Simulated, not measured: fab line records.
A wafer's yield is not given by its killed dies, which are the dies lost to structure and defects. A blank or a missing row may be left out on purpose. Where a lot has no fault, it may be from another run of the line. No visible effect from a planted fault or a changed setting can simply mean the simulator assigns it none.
Which tool is to blame? / flow nand harc / 6 lots with 18 wafers sampled at 5 steps, on a route of 1159 steps

## WHAT EACH GAUGE READ, for each wafer
NHARC_END_SORT_01.
lot=L574; measured=day 20 05:58; on=prober-02; killed dies=37 36 45
lot=L580; measured=day 21 17:05; on=prober-02; killed dies=46 39 651
lot=L589; measured=day 23 13:37; on=prober-02; killed dies=38 35 32
lot=L594; measured=day 24 12:58; on=prober-02; killed dies=38 32 33

## WHICH TOOL RAN EACH LOT (tool, then ch and the chambers of the sampled wafers, then the start)
lot=L574; NHARC_A_CONTACT_ETCH_77=rie diel-04 ch 1,3, day 16 18:11 or earlier; NHARC_A_CONTACT_ETCH_125=har cap etch-01 ch 0,1, day 16 18:11; NHARC_A_CONTACT_ETCH_131=har cap etch-01 ch 0,1, day 16 19:01; NHARC_A_CONTACT_ETCH_106=rie diel-04 ch 2,3, day 16 20:23
lot=L580; NHARC_A_CONTACT_ETCH_77=rie diel-03 ch 1,2,3, day 18 18:49 or earlier; NHARC_A_CONTACT_ETCH_125=har cap etch-03 ch 0, day 18 18:49; NHARC_A_CONTACT_ETCH_131=har cap etch-03 ch 0, day 18 19:39; NHARC_A_CONTACT_ETCH_106=rie diel-03 ch 0,1,2, day 18 21:10
lot=L583; NHARC_A_CONTACT_ETCH_77=rie diel-03 ch 2,3, day 19 15:13 or earlier; NHARC_A_CONTACT_ETCH_125=har cap etch-02 ch 0,1, day 19 15:13; NHARC_A_CONTACT_ETCH_131=har cap etch-02 ch 0,1, day 19 16:04; NHARC_A_CONTACT_ETCH_106=rie diel-01 ch 0,3, day 19 17:34
lot=L589; NHARC_A_CONTACT_ETCH_77=rie diel-01 ch 2,3, day 20 16:37 or earlier; NHARC_A_CONTACT_ETCH_125=har cap etch-02 ch 0,1, day 20 16:37; NHARC_A_CONTACT_ETCH_131=har cap etch-02 ch 0,1, day 20 17:28; NHARC_A_CONTACT_ETCH_106=rie diel-04 ch 2,3, day 20 19:23
lot=L594; NHARC_A_CONTACT_ETCH_77=rie diel-03 ch 0,2,3, day 21 21:12 or earlier; NHARC_A_CONTACT_ETCH_125=har cap etch-02 ch 0,1, day 21 21:12; NHARC_A_CONTACT_ETCH_131=har cap etch-02 ch 0,1, day 21 22:03; NHARC_A_CONTACT_ETCH_106=rie diel-04 ch 1,2, day 21 23:27
lot=L595; NHARC_A_CONTACT_ETCH_77=rie diel-03 ch 1,2,3, day 22 11:44 or earlier; NHARC_A_CONTACT_ETCH_125=har cap etch-01 ch 0,1, day 22 11:44; NHARC_A_CONTACT_ETCH_131=har cap etch-01 ch 0,1, day 22 12:34; NHARC_A_CONTACT_ETCH_106=rie diel-01 ch 0,1,3, day 22 13:58
- NHARC_A_CONTACT_ETCH_77: etches the open film in CF4/CHF3, target depth 72.6 nm, time 36.3 s.
- NHARC_A_CONTACT_ETCH_125: etches the open film in C4F8/O2/Ar, time 155 s, target depth 956 nm.
- NHARC_A_CONTACT_ETCH_131: etches the open film in C4F8/O2/Ar, time 155 s, target depth 956 nm.
- NHARC_A_CONTACT_ETCH_106: etches the open film in CF4/O2, target depth 60 nm, overetch 6 nm, time 33 s.

## THE ANSWER, worked out from the rows above alone
Rule: usual is defined by the lots themselves. The widest of any qualifying gaps counts: lots, ordered by their means at a reading, are off when they make up no more than a third of the lots, leave a main group of 4 or more, and stand apart from it by 3 or more times the standard deviation of that group's means. A main group is skipped when, at the precision printed for the reading in the tables above, its means are all equal. Also off: a lot with no number at a reading for which 4 or more lots have one. The other lots that the step has rows for count as sound.
No lot is off at any reading shown: from this, nothing can be told.

## WHAT HAD BEEN PUT IN BY THE SIMULATOR
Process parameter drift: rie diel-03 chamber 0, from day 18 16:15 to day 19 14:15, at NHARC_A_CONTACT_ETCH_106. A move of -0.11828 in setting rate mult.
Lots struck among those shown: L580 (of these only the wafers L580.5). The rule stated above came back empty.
